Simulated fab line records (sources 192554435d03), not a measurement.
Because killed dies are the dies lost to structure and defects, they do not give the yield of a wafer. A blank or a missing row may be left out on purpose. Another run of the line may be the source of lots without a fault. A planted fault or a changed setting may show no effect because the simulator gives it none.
A single fault, viewed from 2 desks    flow n5 finfet    each desk holds nothing but its own numbers, with what lay behind them at the end

== THE METROLOGY DESK ==
Means of the sampled wafers that have a number, per lot and without regard to the tool the lot ran on: this is what the gauges read. The brackets show how far a lot's mean lies from the usual mean; more than 4 standard deviations puts the lot out of limits, marked OUT.
Columns: A = cd nm at N5_PASSIVATION_CD_MEAS_10, usual 3000.8 nm; B = cd nm at N5_PASSIVATION_CD_MEAS_30, usual 3999.9 nm
lot   first seen here  A       B
L372  day 13 14:02     2996.6  3997.8
L371  day 13 15:08     2998.1  4000.4
L374  day 13 18:26     3003.3  4000.4
L377  day 14 15:11     3002.9  4002.7
L379  day 14 18:43     3003.3  4000.9
L378  day 15 02:38     2998.8  4000.5
L381  day 16 02:16     3001.8  3999.5
L380  day 16 15:32     3001.7  3999.1
L384  day 17 06:30     3003.1  4011.2 (+7.5) OUT
L383  day 17 07:26     2998.1  4011.3 (+7.6) OUT
L390  day 18 12:59     3002.9  4008.4 (+5.6) OUT
L392  day 19 01:11     3002.8  3999.1
This desk's finding: out of limits on L383, L384, L390; first on L384, day 17 08:39 (cd nm at N5_PASSIVATION_CD_MEAS_30). L372, L371, L374, L377, L379, L378, L381, L380, L392 stayed within limits.

== AT THE TOOL OWNER'S DESK: krf scanner-02 ==
The tool's own readings at N5_PASSIVATION_EXPOSE_27 (exposes mask PAD, defocus 0 nm): means of the sampled wafers that have a number, for each lot that ran on this tool. The brackets show how far a lot's mean lies from the usual mean; more than 4 standard deviations puts the lot out of limits, marked OUT.
Columns: A = exposure dose mJ cm2 at N5_PASSIVATION_EXPOSE_27, usual 32.300
lot   first seen here  A
L371  day 13 17:16     32.296
L374  day 13 19:52     32.287
L378  day 15 04:41     32.291
L381  day 16 04:16     32.275
L380  day 16 17:23     32.307
L384  day 17 08:29     32.313
L383  day 17 09:10     32.310
L390  day 18 17:14     32.299
This desk's verdict: no lot among the 8 shows anything out of limits.

== TAKEN TOGETHER ==
L383, L384, L390 would have let the metrology desk raise an alarm at day 17 08:39.
Nothing out of limits was seen by the tool owner's desk.
On record at the tool owner's desk: L383, L384, L390, within its limits.
On krf scanner-02, each named lot ran N5_PASSIVATION_EXPOSE_27.

== WHAT WAS PUT IN BY THE SIMULATOR ==
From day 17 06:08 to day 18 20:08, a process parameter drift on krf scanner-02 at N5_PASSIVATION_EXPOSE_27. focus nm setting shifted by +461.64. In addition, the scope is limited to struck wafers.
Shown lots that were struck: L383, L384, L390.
Per desk, hours elapsed from the start of the fault to the first reading out of limits: for the metrology desk, 3.
